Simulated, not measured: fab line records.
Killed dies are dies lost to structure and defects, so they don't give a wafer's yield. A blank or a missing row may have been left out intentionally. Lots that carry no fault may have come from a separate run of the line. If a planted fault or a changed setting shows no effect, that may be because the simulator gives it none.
Which tool is to blame? + flow n5Finfet + 12 lots, 36 wafers sampled, at 2 steps of a route of 1938

## WHAT EACH GAUGE READ, for each wafer
N5_BEOL_M15_INSPECT_12: inspects for defects (macro).
| lot  | measured     | on               | rawDefectCount |
|------|--------------|------------------|----------------|
| L075 | day 13 00:33 | defectInspect-01 | 2 1 5          |
| L076 | day 13 21:19 | defectInspect-02 | 2 1 2          |
| L079 | day 14 02:13 | defectInspect-02 | 2 2 3          |
| L081 | day 14 19:10 | defectInspect-02 | 1 1 2          |
| L083 | day 15 04:51 | defectInspect-02 | 2 1 4          |
| L084 | day 15 10:59 | defectInspect-01 | 1 2 3          |
| L087 | day 16 06:38 | defectInspect-01 | 5 2 2          |
| L089 | day 16 13:42 | defectInspect-01 | 3 0 4          |
| L092 | day 17 08:37 | defectInspect-01 | 1 3 4          |
| L091 | day 17 08:49 | defectInspect-01 | 3 2 0          |
| L095 | day 17 22:19 | defectInspect-01 | 2 4 6          |
| L096 | day 18 22:59 | defectInspect-02 | 1 2 2          |

## WHAT TOOL EACH LOT RAN ON (gives the tool, then ch and the chambers of the sampled wafers, and finally the start)
| lot  | N5_BEOL_M14_ANNEAL_48           |
|------|---------------------------------|
| L075 | rtpAnneal-01 ch 0, day 12 22:53 |
| L076 | rtpAnneal-02 ch 0, day 13 19:48 |
| L079 | rtpAnneal-01 ch 0, day 14 00:41 |
| L081 | rtpAnneal-01 ch 0, day 14 17:32 |
| L083 | rtpAnneal-02 ch 0, day 15 03:20 |
| L084 | rtpAnneal-01 ch 0, day 15 09:29 |
| L087 | rtpAnneal-01 ch 0, day 16 05:08 |
| L089 | rtpAnneal-01 ch 0, day 16 12:14 |
| L092 | rtpAnneal-02 ch 0, day 17 06:59 |
| L091 | rtpAnneal-02 ch 0, day 17 07:17 |
| L095 | rtpAnneal-01 ch 0, day 17 20:56 |
| L096 | rtpAnneal-02 ch 0, day 18 21:35 |
- N5_BEOL_M14_ANNEAL_48: time 90 s.

## THE ANSWER, worked out from the rows above alone
Rule: the lots themselves supply what counts as usual. The widest of any qualifying gaps counts: lots, ordered by their means at a reading, are off when they make up no more than a third of the lots, leave a main group of 4 or more, and stand apart from it by 3 or more times the standard deviation of that group's means. The tables above print the reading to a certain number of digits; a main group whose means all agree to those digits is not used. Also off: a lot with no number at a reading for which 4 or more lots have one. Any other lot the step has rows for is counted as sound.
No lot is off at any reading shown: from this, nothing can be told.

## WHAT THE SIMULATOR PUT IN
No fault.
